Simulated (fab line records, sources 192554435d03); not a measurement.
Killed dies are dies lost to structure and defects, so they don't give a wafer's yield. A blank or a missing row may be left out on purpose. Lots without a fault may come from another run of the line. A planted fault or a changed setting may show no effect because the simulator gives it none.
One fault seen from 2 desks | flow n5_finfet | each desk has only its own numbers; what lay behind them comes last

THE TOOL OWNER'S DESK: rie_diel-05
The tool's own readings at N5_MOL_CONTACT_COAG_ETCH_106 (etches SOC in N2/H2, target depth 80 nm, overetch 16 nm, time 120 s): means of the sampled wafers that have a number, for each lot that ran on this tool. A lot is out of limits, marked OUT, if its mean lies more than 4 standard deviations from the usual mean; the brackets give that distance.
Columns: A = drypump_motor_current_A at N5_MOL_CONTACT_COAG_ETCH_106, usual 5.8 A; B = oes_product_au at N5_MOL_CONTACT_COAG_ETCH_106, usual 0.66 a.u.; C = rf_vpp_V at N5_MOL_CONTACT_COAG_ETCH_106, usual 524.2 V; D = showerhead_plenum_p_Torr at N5_MOL_CONTACT_COAG_ETCH_106, usual 2.55 Torr; E = throttle_valve_pct at N5_MOL_CONTACT_COAG_ETCH_106, usual 17.84 %
lot  | first seen here | A   | B    | C     | D    | E
L304 | day 4 18:05     | 5.6 | 0.65 | 527.3 | 2.64 | 18.04
L305 | day 4 19:29     | 5.5 | 0.64 | 525.3 | 2.58 | 17.79
L306 | day 5 02:29     | 5.8 | 0.65 | 527.1 | 2.63 | 17.95
L307 | day 5 08:18     | 5.4 | 0.63 | 523.4 | 2.54 | 17.84
L311 | day 6 11:56     | 6.2 | 0.72 | 525.1 | 2.60 | 17.94
L313 | day 7 00:31     | 5.8 | 0.78 | 523.9 | 2.54 | 17.65
L325 | day 10 02:09    | 6.0 | 0.69 | 524.3 | 2.55 | 17.84
This desk's finding: nothing out of limits on any of the 7 lots.

THE METROLOGY DESK
What the gauges read, lot by lot, whatever tool the lot ran on: means of the sampled wafers that have a number. A lot is out of limits, marked OUT, if its mean lies more than 4 standard deviations from the usual mean; the brackets give that distance. Of its 10 readings 7 are shown: those that lie furthest out on some lot.
Columns: A = DIBL_N at N5_BEOL_M4_RC_MEAS_101, usual 35.9 mV/V; B = DIBL_P at N5_BEOL_M4_RC_MEAS_101, usual 36.2 mV/V; C = IOFF_N at N5_BEOL_M4_RC_MEAS_101, usual 0.16 nA/um; D = ION_N at N5_BEOL_M4_RC_MEAS_101, usual 676 uA/um; E = ION_P at N5_BEOL_M4_RC_MEAS_101, usual 465 uA/um; F = SS_P at N5_BEOL_M4_RC_MEAS_101, usual 73.2 mV/dec; G = VT_N at N5_BEOL_M4_RC_MEAS_101, usual 250 mV
lot  | first seen here | A    | B    | C    | D   | E   | F    | G
L305 | day 8 04:22     | 35.1 | 36.9 | 0.15 | 675 | 465 | 73.4 | 251
L304 | day 8 04:23     | 35.9 | 36.0 | 0.15 | 680 | 475 | 72.9 | 252
L306 | day 8 14:21     | 35.1 | 34.6 | 0.14 | 669 | 452 | 72.4 | 251
L307 | day 8 21:01     | 32.1 | 33.1 | 0.11 | 658 | 454 | 71.9 | 255
L308 | day 9 03:10     | 35.9 | 35.4 | 0.16 | 677 | 472 | 73.6 | 249
L311 | day 9 22:11     | 35.6 | 34.4 | 0.15 | 676 | 464 | 73.0 | 250
L313 | day 10 02:59    | 36.4 | 36.8 | 0.16 | 680 | 471 | 73.1 | 248
L315 | day 11 02:14    | 36.8 | 35.7 | 0.16 | 673 | 459 | 73.4 | 250
L325 | day 13 15:25    | 34.8 | 33.4 | 0.15 | 664 | 462 | 72.3 | 250
This desk's finding: nothing out of limits on any of the 9 lots.

PUT TOGETHER
The tool owner's desk saw nothing out of limits.
The metrology desk saw nothing out of limits.

WHAT THE SIMULATOR HAD PUT IN
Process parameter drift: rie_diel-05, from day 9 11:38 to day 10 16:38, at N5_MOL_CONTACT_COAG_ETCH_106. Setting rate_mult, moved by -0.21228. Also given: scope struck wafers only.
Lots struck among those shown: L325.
